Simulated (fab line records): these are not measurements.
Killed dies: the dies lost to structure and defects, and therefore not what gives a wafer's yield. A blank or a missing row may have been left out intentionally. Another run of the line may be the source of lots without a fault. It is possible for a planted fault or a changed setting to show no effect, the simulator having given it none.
A struck lot beside a sound one || flow n5_finfet || 16 out of 1938 route steps
Sound: wafers L632.1, L632.3, L632.6. Struck: wafer L631.1 (left out: L631.3, L631.5 of the same lot, which were not struck); the cause appears at the end.
At each step with rows: each side's tool, then ch and its chambers, then its first start. Under that, the readings that differ: sound wafers || struck wafers || difference of the means || sigmas: that difference in standard deviations of wafers without a fault.
alike: readings with means less than 2 such deviations apart, plus words and numbers identical on both sides. not compared: withheld readings, readings lacking a value on some wafer, bounds such as >300 that could conceal the same value, and numbers that have no deviation in the record and whose values overlap.
Wherever a step has rows on one side only, a row that says differs or no value, or a row with sigmas, the two part there. When numbers do not overlap yet have no deviation, they are printed without sigmas and do not part them. A reading that every wafer of one side lacks parts them only if that side has two wafers or more.

first, 4 steps without rows for these wafers: N5_SD_EPI_P_SOFTBAKE_04 (time 60 s); N5_SD_EPI_P_EXPOSE_06 (exposes mask SD P BLK, target cd 240 nm); N5_SD_EPI_P_PEB_07 (peb time 60 s); N5_SD_EPI_P_DEVELOP_08 (develop time 30 s).
N5_SD_EPI_P_CD_MEAS_09 targets a cd of 240 nm.
  sound on cd_sem-02 ch 0, day 7 04:44; struck on cd_sem-02 ch 0, day 6 22:47
  alike: cd_nm
N5_SD_EPI_P_OVL_MEAS_10:
  sound on overlay-01 ch 0, day 7 04:46; struck on overlay-01 ch 0, day 6 22:49
  alike: SD_P_BLK_OVL
N5_SD_EPI_P_INSPECT_11: inspects for defects (macro).
  struck on defect_inspect-02, day 6 22:50; sound on defect_inspect-01, day 7 04:47
{"reading": "raw_defect_count", "sound": "3 3 5", "struck": 0, "difference": -4, "sigmas": -3}
N5_SD_EPI_P_DESCUM_14: chemistry O2, time 7.9 s.
  sound on rie_diel-03 ch 2,3, day 7 04:50; struck on rie_diel-02 ch 0, day 6 22:52
{"reading": "oes_product_au (a.u.)", "sound": "0.93 0.89 0.92", "struck": 0.67, "difference": -0.24, "sigmas": -3}
{"reading": "rf_vpp_V (V)", "sound": "244.4 245.6 245.8", "struck": 241.6, "difference": -3.7, "sigmas": -2}
{"reading": "throttle_valve_pct (%)", "sound": "20.0 20.2 20.0", "struck": 20.8, "difference": "+0.7", "sigmas": "+2"}
  alike: drypump_motor_current_A, showerhead_plenum_p_Torr
  not compared: rf_hours_counter_h
N5_SD_EPI_P_ETCH_36: etches SiARC in CF4, target depth 45.5 nm, time 75.8 s.
  sound on rie_diel-03 ch 2,3, day 7 04:52; struck on rie_diel-02 ch 0, day 6 22:54
{"reading": "oes_product_au (a.u.)", "sound": "0.80 0.77 0.82", "struck": 0.57, "difference": -0.23, "sigmas": -3}
{"reading": "throttle_valve_pct (%)", "sound": "15.44 15.30 15.46", "struck": 15.94, "difference": "+0.54", "sigmas": "+2"}
  alike: drypump_motor_current_A, etch_rf_on_time_s, rf_vpp_V, showerhead_plenum_p_Torr
  not compared: rf_hours_counter_h
N5_SD_EPI_P_ETCH_37: etches SOC in N2/H2, overetch 108 nm, time 486 s.
  sound on rie_diel-03 ch 2,3, day 7 04:55; struck on rie_diel-02 ch 0, day 6 22:58
{"reading": "oes_product_au (a.u.)", "sound": "0.82 0.79 0.83", "struck": 0.61, "difference": -0.20, "sigmas": -3}
{"reading": "rf_vpp_V (V)", "sound": "242.9 241.6 242.2", "struck": 238.4, "difference": -3.8, "sigmas": -3}
  alike: drypump_motor_current_A, showerhead_plenum_p_Torr, throttle_valve_pct
  not compared: rf_hours_counter_h
then, 1 step without rows for these wafers: N5_SD_EPI_P_STRIP_38 (strips in N2/H2).
N5_SD_EPI_P_ETCHBACK_46: etches SiNx in CH3F/O2, stops on SiO2, target depth 17.5 nm.
  sound on rie_diel-03 ch 2,3, day 7 05:14; struck on rie_diel-02 ch 0, day 6 23:17
{"reading": "oes_ar_750_au (a.u.)", "sound": "0.95 0.88 0.94", "struck": 0.68, "difference": -0.24, "sigmas": -3}
{"reading": "oes_product_au (a.u.)", "sound": "0.79 0.74 0.79", "struck": 0.58, "difference": -0.19, "sigmas": -3}
{"reading": "throttle_valve_pct (%)", "sound": "16.21 16.03 16.22", "struck": 16.74, "difference": "+0.59", "sigmas": "+2"}
  alike: drypump_motor_current_A, rf_vpp_V, showerhead_plenum_p_Torr
  not compared: rf_hours_counter_h
N5_SD_EPI_P_ETCH_47: etches SiOCN in CH3F/O2, target depth 25 nm.
  sound on rie_diel-03 ch 2,3, day 7 05:20; struck on rie_diel-02 ch 0, day 6 23:23
{"reading": "oes_ar_750_au (a.u.)", "sound": "0.95 0.88 0.94", "struck": 0.68, "difference": -0.24, "sigmas": -3}
{"reading": "throttle_valve_pct (%)", "sound": "16.18 15.96 16.18", "struck": 16.72, "difference": "+0.61", "sigmas": "+2"}
{"reading": "model.etch.depth_nm (nm)", "sound": "25.43 25.56 25.21", "struck": 33.81, "difference": "+8.41", "sigmas": ""}
  alike: drypump_motor_current_A, oes_product_au, rf_vpp_V, showerhead_plenum_p_Torr
  not compared: rf_hours_counter_h
N5_SD_EPI_P_ETCH_16: etches SiO2 in CHF3/O2, target depth 5 nm.
  sound on rie_diel-03 ch 2,3, day 7 05:26; struck on rie_diel-02 ch 0, day 6 23:29
{"reading": "oes_ar_750_au (a.u.)", "sound": "0.94 0.88 0.95", "struck": 0.68, "difference": -0.24, "sigmas": -3}
{"reading": "oes_product_au (a.u.)", "sound": "0.93 0.89 0.93", "struck": 0.68, "difference": -0.24, "sigmas": -3}
  alike: CHF3_flow_sccm, drypump_motor_current_A, rf_vpp_V, showerhead_plenum_p_Torr, throttle_valve_pct
  not compared: rf_hours_counter_h
-- the record jumps here: 7 days lie between the struck wafers' starts before and after (it left off in module SD_EPI_P and takes up again in module BEOL_M4, whose first step shown is number 1111 of the route) --
N5_BEOL_M4_RC_MEAS_101:
  sound on prober-01 ch 0, day 15 06:26; struck on prober-01 ch 0, day 14 05:09
{"reading": "DIBL_N (mV/V)", "sound": "41.6 40.9 41.4", "struck": 35.4, "difference": -5.9, "sigmas": -2}
{"reading": "DIBL_P (mV/V)", "sound": "44 43 44", "struck": 37, "difference": -7, "sigmas": -2}
{"reading": "IOFF_N (nA/um)", "sound": "0.31 0.27 0.28", "struck": 0.13, "difference": -0.16, "sigmas": -3}
{"reading": "IOFF_P (nA/um)", "sound": "0.41 0.40 0.44", "struck": 0.25, "difference": -0.17, "sigmas": -3}
{"reading": "ION_N (uA/um)", "sound": "703 697 696", "struck": 662, "difference": -37, "sigmas": -2}
{"reading": "SS_N (mV/dec)", "sound": "73.3 73.0 72.5", "struck": 71.3, "difference": -1.6, "sigmas": -2}
{"reading": "VT_N (mV)", "sound": "241 242 242", "struck": 255, "difference": "+13", "sigmas": "+3"}
{"reading": "VT_P (mV)", "sound": "-237 -242 -240", "struck": -248, "difference": -8, "sigmas": -2}
  alike: ION_P, SS_P
then, 1 step without rows for these wafers: N5_PASSIVATION_PROBE_49.

## WHERE THEY PART
Last at N5_BEOL_M4_RC_MEAS_101 as far as this record goes, first at N5_SD_EPI_P_INSPECT_11.

WHY: the cause the simulator had injected
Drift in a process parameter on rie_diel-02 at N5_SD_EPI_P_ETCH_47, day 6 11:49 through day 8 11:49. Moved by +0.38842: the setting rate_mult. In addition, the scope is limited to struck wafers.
